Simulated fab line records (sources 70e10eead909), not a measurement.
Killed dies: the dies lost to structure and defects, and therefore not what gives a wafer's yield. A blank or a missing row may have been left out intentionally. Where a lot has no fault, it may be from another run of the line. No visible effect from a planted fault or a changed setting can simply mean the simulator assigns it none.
Matching of chambers -- flow nandHarc -- NHARC_P_M0_DEP_32 on pecvd-01 has 3 sister chambers
The step deposits SiCN, target thk 30 nm. 24 wafers are shown with their chamber, then 12 later ones without.

== EACH WAFER AND ITS CHAMBER ==
wafer,chamber,showerheadVppV (V),heaterPowerW (W),rfFwdPowerW (W)
L076.4,0,1215,487,450.7
L076.5,2,1319,558,447.6
L076.6,1,1330,586,449.9
L078.1,1,1348,624,447.5
L078.5,1,1336,626,448.1
L078.6,0,1236,487,448.0
L077.1,1,1346,517,447.8
L077.4,1,1356,503,447.8
L077.6,2,1323,586,449.9
L079.1,2,1336,559,451.7
L079.2,1,1348,587,451.4
L079.6,1,1346,568,447.6
L080.1,0,1221,476,450.8
L080.3,1,1337,583,449.3
L080.5,1,1335,606,449.1
L082.1,1,1336,525,448.7
L082.4,1,1357,541,448.7
L082.6,2,1344,574,448.0
L083.1,2,1353,554,449.0
L083.2,1,1332,538,448.4
L083.6,1,1347,550,446.5
L084.2,2,1295,507,447.9
L084.4,2,1339,489,449.2
L084.6,2,1302,503,450.1

SIGNATURES (averages over the wafers above)
reading,chamber 0,chamber 1,chamber 2,scatter within a chamber
showerheadVppV,1224.00,1342.62,1326.38,13.9
heaterPowerW,483.33,565.69,541.25,37
rfFwdPowerW,449.833,448.523,449.175,1.32
Rule: a wafer's distance from a chamber is the root of the sum, over the readings, of the square of ((its reading less the chamber's mean) divided by the reading's scatter). The wafer belongs to the nearest chamber; if the next one is less than 2 further off, it can't be placed. The scatter: the root of (the sum of the squares of (reading less its chamber's mean) over the shown wafers, divided by (wafers less chambers)).

== WAFERS WHOSE CHAMBER IS MISSING ==
wafer,showerheadVppV (V),heaterPowerW (W),rfFwdPowerW (W)
L085.1,1219,545,451.0
L085.2,1323,581,447.3
L085.3,1348,554,449.4
L087.1,1337,594,447.8
L087.4,1333,509,447.8
L087.6,1218,538,447.4
L090.1,1340,555,449.7
L090.3,1234,546,450.2
L090.6,1333,540,449.6
L096.1,1214,570,451.1
L096.2,1335,645,449.9
L096.6,1332,508,449.5

== EACH ONE'S CHAMBER ==
wafer,from the rows above,in truth
L085.1,0,0
L085.2,can't be placed: 1 or 2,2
L085.3,can't be placed: 1 or 2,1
L087.1,can't be placed: 1 or 2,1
L087.4,can't be placed: 2 or 1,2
L087.6,0,0
L090.1,can't be placed: 1 or 2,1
L090.3,0,0
L090.6,can't be placed: 2 or 1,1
L096.1,0,0
L096.2,can't be placed: 1 or 2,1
L096.6,can't be placed: 2 or 1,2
4 of 12 placed correctly. Can't be placed from these rows: 8 (the true chamber is among the candidates in 8). Wrongly placed: 0.
